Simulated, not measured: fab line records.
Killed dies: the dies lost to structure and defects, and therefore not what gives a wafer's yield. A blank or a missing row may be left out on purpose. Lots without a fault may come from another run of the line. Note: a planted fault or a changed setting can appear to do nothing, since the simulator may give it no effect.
A lot that was struck, set against a sound lot / flow nand-harc / 17 steps out of a route of 1302
Sound: these wafers, L541.1, L541.3, L541.4. Struck: wafers L545.5, L545.6. (L545.2 of the same lot was not struck and is left out.) The cause comes at the end.
Order at every step that has rows: each side's tool, ch and its chambers, its first start. Under that, the readings that differ: sound wafers / struck wafers / difference of the means / sigmas: that difference in standard deviations of wafers without a fault.
alike: readings with means less than 2 such deviations apart, plus words and numbers identical on both sides. not compared: withheld readings, readings lacking a value on some wafer, bounds such as >300 that could conceal the same value, and numbers that have no deviation in the record and whose values overlap.
The two part at a step that has a row with sigmas, a row that says differs or no value, or rows on one side only. Numbers that have no deviation but don't overlap get no sigmas and don't part them. A reading that every wafer of one side lacks parts them only if that side has two wafers or more.

NHARC_P_M0_OVL_MEAS_10: pitch 180 nm.
  sound: overlay-01 at day 9 10:20; struck: overlay-02 at day 10 23:13
reading=overlay-x-nm (nm); sound=-0.7 -1.9 -1.8; struck=0.8 0.9; difference=+2.3; sigmas=+2
  alike: overlay-y-nm
NHARC_P_M0_INSPECT_11:
  sound: defect-inspect-01 at day 9 10:22; struck: defect-inspect-02 at day 10 23:14
reading=raw-defect-count; sound=2 1 2; struck=10 4; difference=+5; sigmas=+2
NHARC_P_M0_DESCUM_14: chemistry O2, time 3 s.
  sound on rie-diel-08 ch 1,2,3, day 9 10:25; struck on rie-diel-08 ch 0,1, day 10 23:19
reading=rf-hours-counter-h (h); sound=0 0 0; struck=- -; difference=no value on the struck wafers; sigmas=
  alike: drypump-motor-current-A, oes-product-au, rf-vpp-V, showerhead-plenum-p-Torr, throttle-valve-pct
then, 2 steps without rows for these wafers: NHARC_P_M0_ETCH_34 (etches the open film in N2/H2, target depth 40 nm, overetch 12 nm, time 43.94 s); NHARC_P_M0_ETCH_15 (etches the open film in C4F8/Ar, target depth 150 nm, overetch 15 nm, time 82.5 s).
NHARC_P_M0_CD_MEAS_16:
  sound: cd-sem-01 at day 9 10:43; struck: cd-sem-02 at day 10 23:37
  alike: cd-nm
NHARC_P_M0_STRIP_18: strips in N2/H2.
  sound on rie-diel-03 ch 0,1,2, day 9 10:48; struck on rie-diel-08 ch 1,2, day 10 23:46
reading=rf-hours-counter-h (h); sound=14 14 15; struck=- -; difference=no value on the struck wafers; sigmas=
  alike: drypump-motor-current-A, oes-product-au, rf-vpp-V, showerhead-plenum-p-Torr, throttle-valve-pct
then, 3 steps without rows for these wafers: NHARC_P_M0_STRIP_19 (strips in post etch residue remover, time 600 s); NHARC_P_M0_DEGAS_28 (time 60 s); NHARC_P_M0_PRE_CLEAN_29 (time 30 s).
NHARC_P_M0_PVD_20: deposits TaN, target thk 5 nm, time 8.06 s.
  sound on pvd-sputter-03; struck on pvd-sputter-03
  alike: throttle-valve-pct
NHARC_P_M0_PVD_21: deposits Cu, target thk 30 nm, time 20.49 s.
  sound on pvd-sputter-03; struck on pvd-sputter-03
  alike: throttle-valve-pct
NHARC_P_M0_ECD_22: material Cu, target thk 400 nm.
  sound on ecd-cu-01 ch 0,1, day 9 11:46; struck on ecd-cu-01 ch 0,1, day 11 00:35
NHARC_P_M0_ANNEAL_30: time 90 s.
  sound on rtp-anneal-01 ch 0, day 9 12:11; struck on rtp-anneal-02 ch 0, day 11 01:01
  alike: anneal-temp-c-max, wafer_temp_C_max
NHARC_P_M0_CMP_23: polishes, t overpolish 20 s, target thk 117.54 nm.
  sound on cmp-03 ch 1,2,3, day 9 12:33; struck on cmp-04 ch 0,3, day 11 01:23
reading=pad-life-wafers; sound=164 163 165; struck=- -; difference=no value on the struck wafers; sigmas=
reading=time-to-endpoint-s (s); sound=31.0 22.3 28.4; struck=46.4 47.6; difference=+19.8; sigmas=+7
  alike: motor-current-A
NHARC_P_M0_THK_MEAS_24: measures by xrf.
  sound: film-metro-02 at day 9 12:50; struck: film-metro-01 at day 11 01:37
  alike: thk-nm
NHARC_END_SORT_01:
  the record has rows for the sound wafers here (prober-02 ch 0, day 28 02:24) and none for the struck ones

== WHERE THEY PART ==
Earliest at NHARC_P_M0_OVL_MEAS_10; latest, in this record, at NHARC_END_SORT_01.

WHY: what had been put in by the simulator
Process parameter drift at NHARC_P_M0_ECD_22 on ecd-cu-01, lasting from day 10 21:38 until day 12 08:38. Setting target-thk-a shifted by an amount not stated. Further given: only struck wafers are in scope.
